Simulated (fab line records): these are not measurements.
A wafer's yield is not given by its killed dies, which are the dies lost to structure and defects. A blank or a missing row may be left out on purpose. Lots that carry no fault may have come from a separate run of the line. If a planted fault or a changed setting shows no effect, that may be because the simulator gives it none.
Struck lot and sound lot, side by side / flow nandHarc / 19 out of 1302 route steps
Sound: the wafers L344.2, L344.4, L344.6. The struck wafers were L346.1, L346.2, L346.3. At the end, the cause is stated.
Each step with rows lists, per side, the tool, then ch with its chambers, then its first start. Under that, the readings that differ: sound wafers / struck wafers / difference of the means / sigmas: that difference in standard deviations of wafers without a fault.
alike: readings with means less than 2 such deviations apart, plus words and numbers identical on both sides. not compared: withheld readings, readings lacking a value on some wafer, bounds such as >300 that could conceal the same value, and numbers that have no deviation in the record and whose values overlap.
A row with sigmas, a row that says differs or no value, or rows on one side alone: a step with any of these is where the two part. Numbers that have no deviation but don't overlap get no sigmas and don't part them. A reading missing from all wafers of one side parts the sides only when that side holds two or more wafers.

NHARC_P_ZERO_WELL_CD_MEAS_37: target cd 720 nm.
  sound on cdSem-02 ch 0, day 3 16:07; struck on cdSem-03 ch 0, day 4 12:18
  alike: cdNm
then, 1 step without rows for these wafers: NHARC_P_ZERO_WELL_HARDBAKE_38 (time 80 s).
NHARC_P_ZERO_WELL_DESCUM_39: chemistry O2, time 3 s.
  sound on rieDiel-04 ch 1,2, day 3 16:17; struck on rieDiel-04 ch 1,2,3, day 4 12:28
  alike: drypumpMotorCurrentA, oesProductAu, rfVppV, showerheadPlenumPTorr, throttleValvePct
  not compared: rfHoursCounterH
then, 9 steps without rows for these wafers: NHARC_P_ZERO_WELL_IMPLANT_40; NHARC_P_ZERO_WELL_IMPLANT_59; NHARC_P_ZERO_WELL_IMPLANT_60; NHARC_P_ZERO_WELL_STRIP_41 (strips in SPM, time 840 s); NHARC_P_ZERO_WELL_DEHYDRATE_44 (time 120 s); NHARC_P_ZERO_WELL_HMDS_45 (time 30 s); NHARC_P_ZERO_WELL_COAT_46; NHARC_P_ZERO_WELL_SOFTBAKE_47 (time 95 s); NHARC_P_ZERO_WELL_EBR_48.
NHARC_P_ZERO_WELL_EXPOSE_49: exposes mask P HVPW, target cd 2000 nm.
  sound on krfScanner-01 ch 0, day 3 17:35; struck on krfScanner-02 ch 0, day 4 13:39
reading=mask; sound=P_HVPW#0 P_HVPW#0 P_HVPW#0; struck=P_HVPW_R1#0 P_HVPW_R1#0 P_HVPW_R1#0; difference=differs; sigmas=
  alike: exposureDoseMJCm2
then, 2 steps without rows for these wafers: NHARC_P_ZERO_WELL_PEB_50 (peb time 85 s); NHARC_P_ZERO_WELL_DEVELOP_51 (time 70 s).
NHARC_P_ZERO_WELL_CD_MEAS_52: target cd 2000 nm.
  sound on cdSem-03 ch 0, day 3 17:45; struck on cdSem-01 ch 0, day 4 13:49
reading=cdNm (nm); sound=2000.8 1999.8 2000.0; struck=1959.9 1957.5 1956.8; difference=-42.1; sigmas=-20
then, 1 step without rows for these wafers: NHARC_P_ZERO_WELL_HARDBAKE_53 (time 80 s).
NHARC_P_ZERO_WELL_DESCUM_54: chemistry O2, time 3 s.
  sound on rieDiel-04 ch 2,3, day 3 18:06; struck on rieDiel-04 ch 0,1,2, day 4 13:58
reading=model.P_ZERO_WELL.cdNm (nm); sound=2000 1999 2000; struck=1960 1957 1957; difference=-42; sigmas=
  alike: drypumpMotorCurrentA, oesProductAu, rfVppV, showerheadPlenumPTorr, throttleValvePct
  not compared: rfHoursCounterH
following that, these wafers have no rows for 1 step: NHARC_P_ZERO_WELL_IMPLANT_55.

== WHERE THEY PART ==
Last at NHARC_P_ZERO_WELL_CD_MEAS_52 as far as this record goes, first at NHARC_P_ZERO_WELL_EXPOSE_49. Later steps at which nothing parts them and some readings are alike: NHARC_P_ZERO_WELL_DESCUM_54.

WHY: what the simulator had put in
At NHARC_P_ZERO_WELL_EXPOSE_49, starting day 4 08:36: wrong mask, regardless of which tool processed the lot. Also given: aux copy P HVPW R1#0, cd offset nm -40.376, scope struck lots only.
